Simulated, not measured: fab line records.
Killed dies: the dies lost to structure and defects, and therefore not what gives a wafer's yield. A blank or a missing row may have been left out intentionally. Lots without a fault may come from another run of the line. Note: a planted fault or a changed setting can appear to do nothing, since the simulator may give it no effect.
Chamber matching + flow nand_harc + NHARC_A_BONDPAD_DEP_00 on pecvd-01 has 3 sister chambers
The step deposits SiCN, target thk 250 nm. 24 wafers are shown with their chamber, then 12 later ones without.

WAFERS WITH THEIR CHAMBER
| wafer  | chamber | rf_fwd_power_W (W) | heater_power_w (W) |
|--------|---------|--------------------|--------------------|
| L076.2 | 1       | 446.6              | 473                |
| L076.4 | 0       | 449.2              | 514                |
| L076.6 | 2       | 447.4              | 466                |
| L078.1 | 1       | 447.7              | 469                |
| L078.4 | 1       | 447.0              | 473                |
| L078.5 | 0       | 448.5              | 452                |
| L077.1 | 2       | 450.7              | 604                |
| L077.5 | 0       | 449.3              | 457                |
| L077.6 | 1       | 450.5              | 552                |
| L081.1 | 2       | 449.5              | 538                |
| L081.3 | 1       | 447.8              | 542                |
| L081.4 | 1       | 448.9              | 533                |
| L082.1 | 2       | 449.7              | 495                |
| L082.2 | 1       | 450.2              | 517                |
| L082.3 | 0       | 447.2              | 502                |
| L084.2 | 2       | 449.7              | 482                |
| L084.3 | 1       | 446.8              | 478                |
| L084.6 | 0       | 447.0              | 434                |
| L086.1 | 2       | 452.5              | 503                |
| L086.4 | 2       | 450.5              | 509                |
| L086.5 | 0       | 449.7              | 504                |
| L089.3 | 2       | 449.1              | 492                |
| L089.4 | 1       | 449.0              | 534                |
| L089.5 | 0       | 448.7              | 433                |

SIGNATURES, as means of the wafers listed above
| reading        | chamber 0 | chamber 1 | chamber 2 | scatter within a chamber |
|----------------|-----------|-----------|-----------|--------------------------|
| rf_fwd_power_W | 448.514   | 448.278   | 449.887   | 1.35                     |
| heater_power_w | 470.86    | 507.89    | 511.12    | 37.5                     |
Rule: a wafer lies at a distance from a chamber equal to the root of the sum of squares, over the readings, of (its reading less the chamber's mean, divided by the reading's scatter). The wafer belongs to the nearest chamber; if the next one is less than 2 further off, it can't be placed. How the scatter is found: for the shown wafers, subtract from each reading the mean of its chamber, square and add these, divide the total by (wafers less chambers), then take the root.

WAFERS WITH NO CHAMBER GIVEN
| wafer  | rf_fwd_power_W (W) | heater_power_w (W) |
|--------|--------------------|--------------------|
| L088.1 | 449.5              | 501                |
| L088.5 | 450.1              | 435                |
| L088.6 | 447.8              | 514                |
| L092.1 | 449.1              | 524                |
| L092.2 | 450.4              | 513                |
| L092.4 | 448.6              | 495                |
| L091.1 | 449.4              | 454                |
| L091.3 | 448.0              | 473                |
| L091.4 | 448.9              | 449                |
| L095.1 | 449.1              | 509                |
| L095.3 | 448.4              | 520                |
| L095.4 | 447.3              | 480                |

CHAMBER TAKEN BY EACH
| wafer  | from the rows above          | in truth |
|--------|------------------------------|----------|
| L088.1 | can't be placed: 2 or 1 or 0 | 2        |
| L088.5 | can't be placed: 0 or 2 or 1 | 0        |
| L088.6 | can't be placed: 1 or 0 or 2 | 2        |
| L092.1 | can't be placed: 2 or 1 or 0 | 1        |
| L092.2 | can't be placed: 2 or 1 or 0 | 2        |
| L092.4 | can't be placed: 1 or 0 or 2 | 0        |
| L091.1 | can't be placed: 0 or 2 or 1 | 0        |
| L091.3 | can't be placed: 0 or 1 or 2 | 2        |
| L091.4 | can't be placed: 0 or 1 or 2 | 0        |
| L095.1 | can't be placed: 2 or 1 or 0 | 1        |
| L095.3 | can't be placed: 1 or 2 or 0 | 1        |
| L095.4 | can't be placed: 0 or 1 or 2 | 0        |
Correctly placed: 0 of 12. Cannot be placed on the basis of these rows: 12; the candidates contain the true chamber in 12. Placed wrongly: 0.
